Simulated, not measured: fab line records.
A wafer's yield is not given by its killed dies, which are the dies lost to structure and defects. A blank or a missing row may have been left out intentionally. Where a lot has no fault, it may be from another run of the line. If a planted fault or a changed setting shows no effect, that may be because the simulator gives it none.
Matching of chambers + flow n5 finfet + rie diel-04 running N5_BEOL_M7_ETCH_66: 4 sister chambers
The step etches SOC in N2/H2, target depth 80 nm, overetch 16 nm, time 120 s. 14 wafers are shown with their chamber, then 7 later ones without.

== EACH WAFER AND ITS CHAMBER ==
| wafer  | chamber | drypump motor current A (A) | showerhead plenum p Torr (Torr) | throttle valve pct (%) |
|--------|---------|-----------------------------|---------------------------------|------------------------|
| L800.2 | 2       | 5.7                         | 2.61                            | 17.78                  |
| L800.3 | 1       | 5.4                         | 2.62                            | 17.92                  |
| L800.6 | 3       | 5.5                         | 2.69                            | 17.20                  |
| L808.2 | 2       | 5.7                         | 2.60                            | 17.82                  |
| L808.4 | 0       | 5.4                         | 2.60                            | 17.95                  |
| L808.6 | 2       | 5.7                         | 2.60                            | 17.82                  |
| L810.3 | 3       | 5.4                         | 2.68                            | 17.24                  |
| L810.4 | 0       | 5.4                         | 2.59                            | 17.96                  |
| L810.5 | 3       | 5.4                         | 2.68                            | 17.25                  |
| L818.2 | 1       | 5.4                         | 2.60                            | 17.57                  |
| L818.4 | 3       | 5.5                         | 2.68                            | 17.25                  |
| L818.6 | 2       | 5.7                         | 2.59                            | 17.31                  |
| L819.2 | 2       | 5.7                         | 2.59                            | 17.33                  |
| L819.5 | 1       | 5.4                         | 2.60                            | 17.58                  |

SIGNATURES (averages over the wafers above)
| reading                  | chamber 0 | chamber 1 | chamber 2 | chamber 3 | scatter within a chamber |
|--------------------------|-----------|-----------|-----------|-----------|--------------------------|
| drypump motor current A  | 5.400     | 5.400     | 5.700     | 5.450     | 0.0316                   |
| showerhead plenum p Torr | 2.5950    | 2.6067    | 2.5980    | 2.6825    | 0.0082                   |
| throttle valve pct       | 17.9550   | 17.6900   | 17.6120   | 17.2350   | 0.191                    |
Rule: distance of a wafer from a chamber = root of the sum over the readings of ((wafer's reading minus chamber's mean) / reading's scatter) squared. The wafer belongs to the nearest chamber; if the next one is less than 2 further off, it can't be placed. How the scatter is found: for the shown wafers, subtract from each reading the mean of its chamber, square and add these, divide the total by (wafers less chambers), then take the root.

== WAFERS MISSING THEIR CHAMBER ==
| wafer  | drypump motor current A (A) | showerhead plenum p Torr (Torr) | throttle valve pct (%) |
|--------|-----------------------------|---------------------------------|------------------------|
| L819.6 | 5.7                         | 2.59                            | 17.33                  |
| L822.2 | 5.4                         | 2.58                            | 17.99                  |
| L822.3 | 5.5                         | 2.67                            | 17.29                  |
| L822.4 | 5.4                         | 2.60                            | 17.57                  |
| L820.1 | 5.7                         | 2.59                            | 17.32                  |
| L820.4 | 5.3                         | 2.60                            | 17.58                  |
| L820.6 | 5.4                         | 2.67                            | 17.28                  |

== EACH ONE'S CHAMBER ==
| wafer  | from the rows above     | in truth |
|--------|-------------------------|----------|
| L819.6 | 2                       | 2        |
| L822.2 | can't be placed: 0 or 1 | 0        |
| L822.3 | 3                       | 3        |
| L822.4 | can't be placed: 1 or 0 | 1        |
| L820.1 | 2                       | 2        |
| L820.4 | can't be placed: 1 or 0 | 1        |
| L820.6 | 3                       | 3        |
Correct placement for 4 of the 7. Can't be placed from these rows: 3 (the true chamber is among the candidates in 3). Placed wrongly: 0.
